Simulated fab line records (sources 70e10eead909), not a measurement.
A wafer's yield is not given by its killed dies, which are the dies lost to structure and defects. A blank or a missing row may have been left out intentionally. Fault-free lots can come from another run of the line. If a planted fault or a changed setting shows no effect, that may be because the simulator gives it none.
Comparing a struck lot with a sound one | flow nand harc | 20 out of 1159 route steps
Sound: the wafers L493.4, L493.5, L493.6. Wafers L502.2, L502.3, L502.4 were the ones struck. The cause is given at the end.
Each step with rows lists, per side, the tool, then ch with its chambers, then its first start. Under that, the readings that differ: sound wafers | struck wafers | difference of the means | sigmas: that difference in standard deviations of wafers without a fault.
alike: same words and numbers on both sides, and readings whose means sit less than 2 such deviations apart. not compared: any withheld reading, any reading some wafer has no value for, any bound like >300 that may hide the same value, and any number with overlapping values for which the record gives no deviation.
Wherever a step has rows on one side only, a row that says differs or no value, or a row with sigmas, the two part there. When numbers do not overlap yet have no deviation, they are printed without sigmas and do not part them. A reading that every wafer of one side lacks parts them only if that side has two wafers or more.

NHARC_P_ZERO_WELL_CD_MEAS_37 targets a cd of 720 nm.
  sound on cd sem-02 ch 0, day 1 22:07; struck on cd sem-02 ch 0, day 4 04:13
  alike: cd nm
then, 1 step without rows for these wafers: NHARC_P_ZERO_WELL_HARDBAKE_38 (time 80 s).
NHARC_P_ZERO_WELL_DESCUM_39: chemistry O2, time 3 s.
  sound on rie diel-11 ch 0,1, day 1 22:17; struck on rie diel-11 ch 0,1,2, day 4 04:22
  alike: drypump motor current A, oes product au, rf vpp V, showerhead plenum p Torr, throttle valve pct
  not compared: rf hours counter h
then, 9 steps without rows for these wafers: NHARC_P_ZERO_WELL_IMPLANT_40; NHARC_P_ZERO_WELL_IMPLANT_59; NHARC_P_ZERO_WELL_IMPLANT_60; NHARC_P_ZERO_WELL_STRIP_41 (strips in SPM, time 840 s); NHARC_P_ZERO_WELL_DEHYDRATE_44 (time 120 s); NHARC_P_ZERO_WELL_HMDS_45 (time 30 s); NHARC_P_ZERO_WELL_COAT_46; NHARC_P_ZERO_WELL_SOFTBAKE_47 (time 95 s); NHARC_P_ZERO_WELL_EBR_48.
NHARC_P_ZERO_WELL_EXPOSE_49: exposes mask P HVPW, target cd 2000 nm.
  sound on krf scanner-04 ch 0, day 1 23:29; struck on krf scanner-02 ch 0, day 4 05:34
  reading | sound                      | struck                              | difference | sigmas
  mask    | P_HVPW#0 P_HVPW#0 P_HVPW#0 | P_HVPW_R1#0 P_HVPW_R1#0 P_HVPW_R1#0 | differs    |
  alike: reticle temp C
then, 2 steps without rows for these wafers: NHARC_P_ZERO_WELL_PEB_50 (peb time 85 s); NHARC_P_ZERO_WELL_DEVELOP_51 (time 70 s).
NHARC_P_ZERO_WELL_CD_MEAS_52 targets a cd of 2000 nm.
  sound on cd sem-01 ch 0, day 1 23:38; struck on cd sem-01 ch 0, day 4 05:44
  reading    | sound                | struck               | difference | sigmas
  cd nm (nm) | 1999.0 2002.0 2000.7 | 1880.4 1883.7 1879.5 | -119.4     | -75
then, 1 step without rows for these wafers: NHARC_P_ZERO_WELL_HARDBAKE_53 (time 80 s).
NHARC_P_ZERO_WELL_DESCUM_54: chemistry O2, time 3 s.
  sound on rie diel-12 ch 0,1,2, day 1 23:49; struck on rie diel-12 ch 1,2,3, day 4 05:53
  reading                      | sound          | struck         | difference | sigmas
  model.P_ZERO_WELL.cd nm (nm) | 1999 2002 2001 | 1881 1883 1880 | -119       |
  alike: drypump motor current A, oes product au, rf vpp V, showerhead plenum p Torr, throttle valve pct
  not compared: rf hours counter h
after that, 1 step had no rows for these wafers: NHARC_P_ZERO_WELL_IMPLANT_55.
-- record jumps: 19 days between struck wafers' starts before vs after; left off in module P_ZERO_WELL, resumes in module END, first step shown is number 1159 of the route --
NHARC_END_SORT_01:
  sound on prober-02 ch 0, day 20 12:56; struck on prober-01 ch 0, day 23 03:49
  alike: killed at array, killed at other, killed at periphery, killed dies, killed open, killed short

WHERE THEY PART
Earliest at NHARC_P_ZERO_WELL_EXPOSE_49; latest, in this record, at NHARC_P_ZERO_WELL_CD_MEAS_52. Later steps at which nothing parts them and some readings are alike: NHARC_P_ZERO_WELL_DESCUM_54, NHARC_END_SORT_01.

WHY: whatever the simulator had introduced
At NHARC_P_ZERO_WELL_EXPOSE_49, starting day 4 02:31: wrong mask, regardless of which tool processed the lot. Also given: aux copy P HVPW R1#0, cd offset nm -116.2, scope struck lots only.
